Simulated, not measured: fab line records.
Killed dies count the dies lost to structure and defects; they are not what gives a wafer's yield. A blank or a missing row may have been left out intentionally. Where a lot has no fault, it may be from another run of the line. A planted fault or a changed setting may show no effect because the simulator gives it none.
Struck lot and sound lot, side by side | flow n5-finfet | 23 out of 1938 route steps
Sound: these wafers, L763.1, L763.2, L763.5. Struck: wafer L758.5. (L758.2, L758.6 of the same lot were not struck and are left out.) The cause comes at the end.
Order at every step that has rows: each side's tool, ch and its chambers, its first start. Under that, the readings that differ: sound wafers | struck wafers | difference of the means | sigmas: that difference in standard deviations of wafers without a fault.
alike: same words and numbers on both sides, and readings whose means sit less than 2 such deviations apart. not compared: any withheld reading, any reading some wafer has no value for, any bound like >300 that may hide the same value, and any number with overlapping values for which the record gives no deviation.
Wherever a step has rows on one side only, a row that says differs or no value, or a row with sigmas, the two part there. Non-overlapping numbers with no deviation appear without sigmas and do not part them. A reading missing from all wafers of one side parts the sides only when that side holds two or more wafers.

first, 8 steps without rows for these wafers: N5_BEOL_M15_ANNEAL_48 (time 90 s); N5_BEOL_M15_CMP_49 (polishes, stops on SiO2, t overpolish 4.9 s, target thk 850 nm); N5_BEOL_M15_PRE_CLEAN_52 (time 15 s); N5_BEOL_M15_DEP_53 (deposits SiCN from 3MS/NH3, target thk 50 nm, time 17.8 s); N5_PASSIVATION_PECVD_00 (deposits SiO2 from SiH4/N2O, target thk 200 nm, time 11.2 s); N5_MIM_BOT_DEGAS_01 (time 60 s); N5_MIM_BOT_SPUTTER_00 (material TiN, target thk 35 nm, time 89.7 s); N5_MIM_TOP_ALD_00 (deposits Al2O3, purge time 3 s, co reactant pulse time 3 s).
N5_MIM_TOP_ALD_01: deposits HfO2, target thk 5.6 nm, pulse time 1 s, purge time 3 s.
  sound on ald-hk-01 ch 1,2,3, day 15 22:00; struck on ald-hk-02 ch 3, day 15 00:00
  alike: precursor-pulse-height-rel
then, 11 steps without rows for these wafers: N5_MIM_TOP_ALD_02 (deposits Al2O3, purge time 3 s, co reactant pulse time 3 s); N5_MIM_TOP_DEGAS_04 (time 60 s); N5_MIM_TOP_SPUTTER_03 (material TiN, target thk 35 nm, time 89.7 s); N5_MIM_TOP_LITHO_HMDS_01 (time 60 s); N5_MIM_TOP_LITHO_COAT_02; N5_MIM_TOP_LITHO_EBR_04; N5_MIM_TOP_LITHO_SOFTBAKE_03 (time 90 s); N5_MIM_TOP_LITHO_EXPOSE_05 (exposes mask MIM TOP, target cd 2000 nm); N5_MIM_TOP_LITHO_PEB_06; N5_MIM_TOP_LITHO_DEVELOP_07 (develop time 60 s); N5_MIM_TOP_LITHO_HARDBAKE_09 (time 120 s).
N5_MIM_TOP_LITHO_INSPECT_12: inspects for defects (macro).
  sound on defect-inspect-02, day 16 01:52; struck on defect-inspect-01, day 15 01:04
  reading          | sound | struck | difference | sigmas
  raw-defect-count | 0 2 1 | >300   | differs    |
then, 1 step without rows for these wafers: N5_MIM_TOP_LITHO_DESCUM_10 (chemistry O2, time 7.9 s).
N5_PASSIVATION_PROBE_49:
  record: rows for the struck wafers here (prober-02, day 15 12:07), none for the sound ones

WHERE THEY PART
Earliest at N5_MIM_TOP_LITHO_INSPECT_12; latest, in this record, at N5_PASSIVATION_PROBE_49.

WHY: whatever the simulator had introduced
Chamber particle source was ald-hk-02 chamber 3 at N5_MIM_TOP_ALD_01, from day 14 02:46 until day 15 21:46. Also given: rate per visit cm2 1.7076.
